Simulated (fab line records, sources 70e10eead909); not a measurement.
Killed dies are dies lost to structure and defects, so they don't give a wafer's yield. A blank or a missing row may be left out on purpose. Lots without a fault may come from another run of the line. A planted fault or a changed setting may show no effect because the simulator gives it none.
Chamber matching | flow nand_harc | NHARC_A_BLC_ETCH_16 on rie_diel-11: 4 sister chambers
The step etches the open film in CF4, target depth 39 nm, time 65 s. 8 wafers are shown with their chamber, then 9 later ones without.

WAFERS WITH THEIR CHAMBER
wafer  | chamber | drypump_motor_current_A (A) | oes_product_au (a.u.)
L894.3 | 0       | 5.5                         | 0.995
L893.2 | 3       | 5.6                         | 0.999
L895.1 | 1       | 5.6                         | 1.004
L895.5 | 3       | 5.6                         | 0.997
L895.6 | 0       | 5.5                         | 0.995
L898.3 | 1       | 5.6                         | 0.996
L898.4 | 2       | 4.7                         | 1.002
L898.6 | 2       | 4.6                         | 0.996

WAFERS WITHOUT THEIR CHAMBER
wafer  | drypump_motor_current_A (A) | oes_product_au (a.u.)
L900.1 | 4.6                         | 1.001
L900.3 | 5.6                         | 1.008
L900.6 | 5.6                         | 1.008
L911.1 | 5.6                         | 1.007
L911.4 | 5.5                         | 1.011
L911.5 | 4.7                         | 0.999
L913.1 | 5.5                         | 1.011
L913.2 | 5.6                         | 1.007
L913.4 | 4.6                         | 1.000

WHICH CHAMBER EACH WENT THROUGH
wafer  | from the rows above          | in truth
L900.1 | 2                            | 2
L900.3 | can't be placed: 1 or 3      | 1
L900.6 | can't be placed: 1 or 3      | 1
L911.1 | can't be placed: 1 or 3      | 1
L911.4 | can't be placed: 1 or 0 or 3 | 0
L911.5 | 2                            | 2
L913.1 | can't be placed: 1 or 0 or 3 | 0
L913.2 | can't be placed: 1 or 3      | 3
L913.4 | 2                            | 2
Placed correctly: 3 of 9. Can't be placed from these rows: 6 (the true chamber is among the candidates in 6). Placed wrongly: 0.
How it was worked out, from the rows above alone: a wafer's distance from a chamber is the root of the sum, over the readings, of the square of ((its reading less the chamber's mean) divided by the reading's scatter). The wafer belongs to the nearest chamber; if the next one is less than 2 further off, it can't be placed. A chamber's mean is the mean of its shown wafers. The scatter: the root of (the sum of the squares of (reading less its chamber's mean) over the shown wafers, divided by (wafers less chambers)).
